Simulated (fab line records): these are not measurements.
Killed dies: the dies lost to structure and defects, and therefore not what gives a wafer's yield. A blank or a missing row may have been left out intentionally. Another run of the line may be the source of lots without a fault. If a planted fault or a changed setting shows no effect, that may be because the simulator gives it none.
fab line records -- flow nand_harc
record: lots: 12, wafers: 36, last_day: 24
route steps=1159 shown A_STAIRCASE@740 A_SGD_CUT@761 A_SLIT@781 END@1159
lots untouched by any fault: they come from a run of this same line in which no faults occurred
start_h: start of the lot's first displayed wafer, in hours after the record's first day -- wait_h: hours elapsed since this lot's preceding step -- " the same as in the row above -- L1.1+2: one row covering several wafers at once -- - no value, or no start given -- * or withheld: withheld -- < > ~ a bound
route shown NAME@n: a module of which the file shows steps, and the number in the route of the first -- usual: mean and standard deviation over wafers with no fault -- same: alike in all rows -- chamber/n: place in a boat -- sites: readings site by site -- _std_site: standard deviation across them -- _edge_site: mean of outer sites minus mean of inner sites -- radius_mm: how far each site lies from the wafer's centre -- mask NAME#n: copy n -- behind: the most recent tool/chamber to have shaped the wafer -- hold: cause of the lot's hold/its duration in hours/its outcome -- device: names the non-switching transistor (n, p or np) -- end of line: tests run on the same wafers once the route is complete -- a step with no rows: only its recipe -- killed: not the wafer's yield, but the dies lost to structure and defects at the first sort -- map: a wafer's dies, marking killed ones x, the rest . and places with no die _
set.NAME: the setting the step ran with; set.NAME@STEP: the setting that earlier step ran with -- model.NAME: the simulator's own value behind a step, which no gauge read
route steps across a sampled set of lots; one table per step, one row per wafer
services: a tool's chamber out of use, with start hour (start_h, from the record's first day; less than 0 if before it), hours out, and reason
== steps ==
step: NHARC_A_STAIRCASE_ETCHBACK_157
recipe: target_depth_a: 900, over_etch_frac: 0.3, time_s: 167.14, ion_energy_ev: 120, ch3f_flow_sccm: 50, o2_flow_sccm: 30, ar_flow_sccm: 200, rf_w: 500, bias_w: 100, chemistry: CH3F/O2
usual: drypump_motor_current_A: 5.8/0.34, oes_product_au: 0.97/0.034, rf_vpp_V: 244.2/1.4, showerhead_plenum_p_Torr: 2.45/0.078, throttle_valve_pct: 20.662/0.0089
lot.wafer,tool,chamber,start_h,wait_h,drypump_motor_current_A,oes_product_au,rf_hours_counter_h,rf_vpp_V,showerhead_plenum_p_Torr,throttle_valve_pct
L802.3,rie_diel-04,0,319.37,0.2,5.9,1.01,6,245.2,2.51,20.653
L802.5,rie_diel-04,0,319.37,0.2,5.9,1.01,-,245.7,2.51,20.683
L802.6,rie_diel-04,1,319.37,0.2,5.0,1.00,-,244.6,2.43,20.652
L804.3,rie_diel-11,3,323.17,0.2,5.9,0.93,41,244.2,2.51,20.641
L804.1,rie_diel-11,0,323.17,0.2,5.3,0.92,40,244.0,2.45,20.670
L804.5,rie_diel-11,1,323.17,0.2,5.6,0.92,-,243.2,2.51,20.671
L808.4,rie_diel-04,1,339.39,0.2,5.0,1.01,16,242.9,2.42,20.656
L808.3,rie_diel-04,2,339.39,0.2,5.6,1.01,15,245.0,2.39,20.675
L808.6,rie_diel-04,3,339.39,0.2,6.2,1.01,-,245.2,2.47,20.668
L807.1,rie_diel-04,3,343.60,0.1,6.2,1.00,19,244.8,2.47,20.654
L807.3,rie_diel-04,0,343.60,0.1,5.9,1.01,19,245.7,2.51,20.660
L807.2,rie_diel-04,2,343.60,0.1,5.6,1.00,18,243.1,2.39,20.665
L811.1,rie_diel-05,0,369.63,0.2,6.1,1.01,5,244.2,2.46,20.669
L811.5,rie_diel-05,0,369.63,0.2,6.1,1.01,-,243.9,2.46,20.673
L811.4,rie_diel-05,3,369.63,0.2,6.0,1.00,-,242.2,2.31,20.669
L815.4,rie_diel-11,2,393.03,0.1,6.0,1.01,6,246.8,2.61,20.670
L815.6,rie_diel-11,2,393.03,0.1,6.0,1.00,-,246.8,2.61,20.658
L815.5,rie_diel-11,3,393.03,0.1,5.9,0.99,-,246.2,2.51,20.680
L814.4,rie_diel-11,3,400.53,0.2,5.9,0.95,-,246.2,2.51,20.650
L814.5,rie_diel-11,0,400.53,0.2,5.3,0.95,-,244.2,2.44,20.656
L814.6,rie_diel-11,1,400.53,0.2,5.5,0.96,-,244.8,2.50,20.663
L822.4,rie_diel-05,1,415.44,0.2,6.0,0.99,16,247.0,2.54,20.666
L822.2,rie_diel-05,3,415.44,0.2,5.9,0.99,29,242.8,2.31,20.663
L822.6,rie_diel-05,0,415.44,0.2,6.1,1.00,-,244.4,2.45,20.676
L817.4,rie_diel-05,3,415.58,0.2,6.0,0.92,29,240.0,2.31,20.660
L817.2,rie_diel-05,1,415.58,0.2,6.0,1.01,17,244.2,2.54,20.655
L817.5,rie_diel-05,2,415.58,0.2,5.4,0.93,-,244.6,2.41,20.663
L819.3,rie_diel-11,0,416.77,0.2,5.3,0.94,14,243.6,2.44,20.659
L819.2,rie_diel-11,1,416.77,0.2,5.6,0.92,15,245.0,2.50,20.665
L819.6,rie_diel-11,3,416.77,0.2,5.9,0.93,-,244.5,2.50,20.668
L821.4,rie_diel-05,3,431.39,0.1,6.0,0.92,34,242.0,2.31,20.646
L821.1,rie_diel-05,0,431.39,0.1,6.1,0.93,30,244.0,2.45,20.676
L821.6,rie_diel-05,0,431.39,0.1,6.1,0.94,-,244.7,2.45,20.659
L823.3,rie_diel-04,0,435.84,0.1,5.9,0.98,57,244.2,2.49,20.675
L823.2,rie_diel-04,3,435.84,0.1,6.2,0.97,57,244.4,2.46,20.656
L823.5,rie_diel-04,1,435.84,0.1,5.0,0.98,-,244.3,2.41,20.674
step: NHARC_A_STAIRCASE_CMP_472
recipe: material: SiO2
usual: motor_current_A: 12.1/1.2, retaining_ring_pressure_frac: 1.000/0.0052
lot.wafer,tool,chamber,start_h,wait_h,motor_current_A,retaining_ring_pressure_frac
L802.3,cmp-03,2,320.11,0.2,11.7,0.997
L802.5,cmp-03,2,320.11,0.2,11.8,0.994
L802.6,cmp-03,3,320.11,0.2,14.1,1.000
L804.1,cmp-03,1,323.73,0.2,13.1,1.007
L804.3,cmp-03,3,323.73,0.2,14.6,1.005
L804.5,cmp-03,0,323.73,0.2,12.6,1.004
L808.3,cmp-01,3,339.93,0.2,11.4,1.004
L808.4,cmp-01,0,339.93,0.2,10.4,1.004
L808.6,cmp-01,2,339.93,0.2,11.0,1.003
L807.2,cmp-03,2,344.36,0.2,12.4,0.997
L807.1,cmp-03,3,344.36,0.2,14.7,1.005
L807.3,cmp-03,0,344.36,0.2,13.2,1.001
L811.4,cmp-01,3,370.29,0.2,10.7,1.012
L811.1,cmp-01,0,370.29,0.2,9.8,0.991
L811.5,cmp-01,2,370.29,0.2,11.0,1.006
L815.4,cmp-04,3,393.64,0.1,13.1,0.999
L815.5,cmp-04,3,393.64,0.1,14.2,1.001
L815.6,cmp-04,0,393.64,0.1,11.9,1.013
L814.4,cmp-03,0,401.13,0.2,12.9,0.999
L814.6,cmp-03,1,401.13,0.2,12.3,1.003
L814.5,cmp-03,2,401.13,0.2,11.8,1.002
L822.4,cmp-04,1,416.05,0.2,11.0,0.995
L822.2,cmp-04,2,416.05,0.2,11.1,0.998
L822.6,cmp-04,2,416.05,0.2,11.4,1.006
L817.2,cmp-01,3,416.24,0.2,10.9,1.005
L817.4,cmp-01,2,416.24,0.2,10.9,0.999
L817.5,cmp-01,0,416.24,0.2,9.9,0.994
L819.2,cmp-03,1,417.37,0.2,12.5,0.999
L819.3,cmp-03,0,417.37,0.2,12.0,1.000
L819.6,cmp-03,1,417.37,0.2,13.2,1.002
L821.1,cmp-04,3,432.00,0.2,13.3,1.002
L821.4,cmp-04,0,432.00,0.2,12.1,1.005
L821.6,cmp-04,1,432.00,0.2,10.9,1.002
L823.3,cmp-04,2,436.39,0.2,11.5,1.002
L823.2,cmp-04,1,436.39,0.2,10.9,0.999
L823.5,cmp-04,2,436.39,0.2,11.3,1.005
step: NHARC_A_SGD_CUT_DESCUM_14
recipe: time_s: 3, o2_flow_sccm: 200, ar_flow_sccm: 0, bias_power_w: 0, chemistry: O2
usual: drypump_motor_current_A: 5.5/0.47, oes_product_au: 1.002/0.0079, rf_vpp_V: 57.7/0.95, showerhead_plenum_p_Torr: 1.89/0.078, throttle_valve_pct: 11.309/0.0088
lot.wafer,tool,chamber,start_h,wait_h,drypump_motor_current_A,oes_product_au,rf_hours_counter_h,rf_vpp_V,showerhead_plenum_p_Torr,throttle_valve_pct
L802.3,rie_diel-10,0,321.44,0.1,5.0,0.989,11,57.1,2.01,11.310
L802.5,rie_diel-10,2,321.44,0.1,6.4,1.003,-,58.8,1.98,11.308
L802.6,rie_diel-10,3,321.44,0.1,5.0,1.014,-,57.1,1.91,11.309
L804.3,rie_diel-10,3,324.91,0.1,5.0,1.010,6,56.9,1.91,11.309
L804.1,rie_diel-10,0,324.91,0.1,5.0,1.000,11,58.5,2.01,11.328
L804.5,rie_diel-10,3,324.91,0.1,5.0,1.009,-,57.9,1.91,11.311
L808.3,rie_diel-10,0,341.31,0.1,5.0,0.991,12,57.7,2.01,11.315
L808.4,rie_diel-10,1,341.31,0.1,5.6,0.996,9,57.8,1.83,11.302
L808.6,rie_diel-10,0,341.31,0.1,5.0,1.013,-,58.0,2.01,11.303
L807.2,rie_diel-10,2,345.53,0.1,6.4,0.999,12,57.0,1.98,11.297
L807.3,rie_diel-10,3,345.53,0.1,4.9,1.010,8,60.3,1.91,11.323
L807.1,rie_diel-10,1,345.53,0.1,5.6,1.000,10,56.9,1.83,11.304
L811.1,rie_diel-10,2,371.56,0.1,6.4,0.996,0,58.6,1.98,11.301
L811.4,rie_diel-10,0,371.56,0.1,5.0,1.004,0,59.3,2.01,11.306
L811.5,rie_diel-10,3,371.56,0.1,4.9,1.007,-,58.6,1.91,11.308
L815.4,rie_diel-02,0,394.99,0.1,5.2,0.995,6,56.1,1.84,11.317
L815.6,rie_diel-02,1,394.99,0.1,5.8,0.994,-,56.9,1.87,11.316
L815.5,rie_diel-02,2,394.99,0.1,5.3,1.001,-,58.4,1.77,11.307
L814.4,rie_diel-10,2,402.49,0.1,6.4,0.996,2,57.9,1.98,11.313
L814.5,rie_diel-10,3,402.49,0.1,5.0,1.004,-,58.6,1.91,11.316
L814.6,rie_diel-10,0,402.49,0.1,5.0,0.993,-,57.8,2.01,11.303
L822.2,rie_diel-10,0,417.40,0.1,5.0,1.006,3,57.8,2.01,11.307
L822.4,rie_diel-10,1,417.40,0.1,5.6,0.996,3,56.9,1.83,11.311
L822.6,rie_diel-10,0,417.40,0.1,5.0,1.002,-,58.1,2.01,11.310
L817.2,rie_diel-02,2,417.59,0.1,5.3,1.009,9,58.2,1.77,11.339
L817.5,rie_diel-02,2,417.59,0.1,5.3,0.997,-,57.0,1.77,11.312
L817.4,rie_diel-02,3,417.59,0.1,5.9,1.007,-,57.8,1.85,11.315
L819.2,rie_diel-02,2,418.70,0.1,5.3,0.991,9,57.6,1.77,11.295
L819.3,rie_diel-02,3,418.70,0.1,5.9,1.000,9,56.9,1.85,11.298
L819.6,rie_diel-02,2,418.70,0.1,5.3,0.987,-,56.8,1.77,11.310
L821.4,rie_diel-02,2,433.26,0.1,5.3,1.003,12,57.6,1.77,11.295
L821.1,rie_diel-02,0,433.26,0.1,5.2,1.002,12,58.1,1.84,11.304
L821.6,rie_diel-02,2,433.26,0.1,5.3,0.998,-,56.0,1.77,11.317
L823.2,rie_diel-10,1,437.94,0.1,5.6,0.997,6,56.7,1.83,11.313
L823.3,rie_diel-10,2,437.94,0.1,6.4,0.999,4,57.8,1.98,11.296
L823.5,rie_diel-10,2,437.94,0.1,6.4,1.003,-,58.3,1.98,11.311
step: NHARC_A_SLIT_DEP_23
recipe: target_thk_a: 1000, target_thk_nm: 100, temp_c: 400, pressure_torr: 3.5, flow_sccm: 200, rf_w: 350, material: SiON
usual: chamber_pressure_Torr: 3.499/0.009, heater_power_outer_w: 436/74, heater_power_w: 753/110
lot.wafer,tool,chamber,start_h,wait_h,chamber_pressure_Torr,heater_power_outer_w,heater_power_w
L802.3,pecvd-03,0,331.22,1.0,3.497,329,625
L802.6,pecvd-03,2,331.22,1.0,3.490,453,749
L802.5,pecvd-03,1,331.22,1.0,3.494,317,606
L804.1,pecvd-01,2,335.19,1.7,3.510,450,776
L804.3,pecvd-01,2,335.19,1.7,3.521,448,802
L804.5,pecvd-01,1,335.19,1.7,3.487,583,1014
L808.3,pecvd-01,1,352.88,1.1,3.505,609,1086
L808.4,pecvd-01,2,352.88,1.1,3.493,369,706
L808.6,pecvd-01,2,352.88,1.1,3.511,370,715
L807.3,pecvd-03,2,357.93,1.0,3.501,502,836
L807.2,pecvd-03,0,357.93,1.0,3.501,397,691
L807.1,pecvd-03,1,357.93,1.0,3.488,419,711
L811.1,pecvd-03,1,382.70,1.6,3.492,334,617
L811.4,pecvd-03,1,382.70,1.6,3.497,336,635
L811.5,pecvd-03,2,382.70,1.6,3.500,406,712
L815.6,pecvd-01,2,404.80,0.2,-,-,-
L815.4,pecvd-01,0,404.80,0.2,-,-,-
L815.5,pecvd-01,1,404.80,0.2,-,-,-
L814.4,pecvd-01,1,414.28,0.8,-,-,-
L814.6,pecvd-01,2,414.28,0.8,-,-,-
L814.5,pecvd-01,0,414.28,0.8,-,-,-
L817.2,pecvd-02,1,427.57,1.4,3.493,387,716
L817.4,pecvd-02,2,427.57,1.4,3.493,488,783
L817.5,pecvd-02,1,427.57,1.4,3.496,396,709
L822.2,pecvd-03,1,429.51,1.4,3.501,433,744
L822.4,pecvd-03,0,429.51,1.4,3.512,357,622
L822.6,pecvd-03,2,429.51,1.4,3.497,474,820
L819.3,pecvd-03,1,431.44,1.0,3.489,371,673
L819.2,pecvd-03,2,431.44,1.0,3.495,436,751
L819.6,pecvd-03,2,431.44,1.0,3.508,443,744
L821.1,pecvd-01,0,442.11,1.7,3.501,381,627
L821.4,pecvd-01,2,442.11,1.7,3.501,407,766
L821.6,pecvd-01,0,442.11,1.7,3.507,385,622
L823.3,pecvd-02,2,449.27,1.0,3.495,552,903
L823.2,pecvd-02,1,449.27,1.0,3.501,333,626
L823.5,pecvd-02,1,449.27,1.0,3.497,340,628
step: NHARC_END_SORT_01
recipe: temp_c: 25
usual: killed_at_array: 25/9.8, killed_at_other: 0.8/1.1, killed_at_periphery: 3.3/2.1, killed_dies: 29/10, killed_open: 3.3/1.8, killed_short: 1.9/1.4
same: gross_dies: 677
lot.wafer,tool,chamber,start_h,wait_h,killed_at_array,killed_at_other,killed_at_periphery,killed_dies,killed_open,killed_short
L815.4,prober-01,0,533.84,3.4,671,3,3,677,2,2
L815.5,prober-01,0,534.64,3.7,669,2,6,677,3,4
L815.6,prober-01,0,535.44,4.0,671,3,3,677,2,2
L814.4,prober-02,0,542.83,3.4,675,1,1,677,0,2
L814.5,prober-02,0,543.63,3.7,674,0,3,677,4,4
L814.6,prober-02,0,544.43,4.0,677,0,0,677,2,2
killed by level:class
L815.4 A_SLIT:area_dep=640 A_CHANNEL_HOLE_D1:chamber_film_flake=16 A_CONTACT:chamber_film_flake=6 A_STAIRCASE:chamber_film_flake=3 THIN_TSV:chamber_film_flake=3 A_ONON_D1:geometric_particle:short=2 A_M0:chamber_film_flake=2 P_CONTACT:geometric_particle:open=1
L815.5 A_SLIT:area_dep=649 A_CHANNEL_HOLE_D1:chamber_film_flake=9 P_STI:chamber_film_flake=3 A_STAIRCASE:chamber_film_flake=3 A_CONTACT:chamber_film_flake=3 P_CONTACT:geometric_particle:short=2 THIN_TSV:chamber_film_flake=2 P_CONTACT:geometric_particle:open=1
L815.6 A_SLIT:area_dep=641 A_CHANNEL_HOLE_D1:chamber_film_flake=15 A_STAIRCASE:chamber_film_flake=6 A_CONTACT:chamber_film_flake=6 THIN_TSV:chamber_film_flake=3 A_ONON_D1:geometric_particle:open=2 P_CONTACT:geometric_particle:short=1 A_CONTACT:geometric_particle:short=1
L814.4 A_SLIT:area_dep=632 A_SLIT:chamber_film_flake=18 A_STAIRCASE:chamber_film_flake=13 A_CONTACT:chamber_film_flake=4 A_CHANNEL_HOLE_D1:chamber_film_flake=3 A_M1:chamber_film_flake=2 A_ONON_D1:geometric_particle:short=1 A_CHANNEL_FILL_D1:geometric_particle:short=1
L814.5 A_SLIT:area_dep=633 A_SLIT:chamber_film_flake=12 A_STAIRCASE:chamber_film_flake=9 A_CONTACT:chamber_film_flake=6 A_CHANNEL_HOLE_D1:chamber_film_flake=5 A_M1:chamber_film_flake=2 P_STI:geometric_particle:short=1 P_CONTACT:geometric_particle:open=1
L814.6 A_SLIT:area_dep=649 A_SLIT:chamber_film_flake=7 A_CONTACT:chamber_film_flake=7 A_CHANNEL_HOLE_D1:chamber_film_flake=5 A_STAIRCASE:chamber_film_flake=5 A_ONON_D1:geometric_particle:short=1 A_CHANNEL_HOLE_D1:geometric_particle:short=1 A_CONTACT:geometric_particle:open=1
== services ==
tool,chamber,start_h,hours,kind
cmp-04,-,302.04,4.0,pm
rie_diel-11,1,304.97,3.8,repair
rie_diel-05,2,305.93,9.1,repair
rie_diel-11,-,310.36,0.3,repair
cmp-04,-,322.37,5.4,repair
rie_diel-05,1,323.17,52.0,repair
rie_diel-02,-,327.86,9.0,pm
rie_diel-05,-,341.01,9.0,pm
cmp-01,-,342.65,1.6,repair
rie_diel-11,3,350.25,3.7,repair
cmp-03,-,352.18,4.0,pm
rie_diel-10,-,353.53,9.0,pm
cmp-03,-,371.58,1.1,repair
cmp-01,-,375.50,4.0,pm
cmp-03,-,389.16,2.2,repair
rie_diel-11,2,399.95,2.8,repair
cmp-04,-,400.04,4.0,pm
rie_diel-02,1,416.22,11.6,repair
pecvd-01,-,418.14,13.0,pm
rie_diel-10,2,419.80,8.7,repair
cmp-01,-,440.52,10.1,repair
pecvd-01,1,440.65,8.3,repair
rie_diel-11,1,442.47,8.3,repair
cmp-03,-,445.12,1.9,repair
== key ==
first_sign: step: NHARC_A_SLIT_DEP_23, reading: tool_record, direction: missing
effect: step: NHARC_END_SORT_01, reading: killed_at_array, direction: up, sigmas: 66, usual: 25, struck: 673
more_kills_born_at: NHARC_A_SLIT_DEP_23@pecvd-01: 3844
met_at NHARC_A_SLIT_DEP_23
struck_lots L814,L815
later_rows_left_out L814.4,L814.5,L814.6,L815.4,L815.5,L815.6
tester_left_out L814,L815
not_acting_at NHARC_A_STAIRCASE_ETCHBACK_157,NHARC_A_STAIRCASE_CMP_472,NHARC_A_SGD_CUT_DESCUM_14
onset_between 352.88 404.80
fault: kind: skipped_step_whole, tool: pecvd-01, chamber: -, onset_h: 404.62, steps: NHARC_A_SLIT_DEP_23, scope: struck_lots_only
tester_left_out: of these lots the tester's yield and bins aren't shown, on N5 and GAA mostly nor the transistor test; their killed dies are dies lost to structure and defects alone, not to doping, threshold or leakage, so they don't give the yield
later_rows_left_out: the simulator's readings of these wafers behind a module that went badly wrong aren't trusted and aren't shown, but for the sort
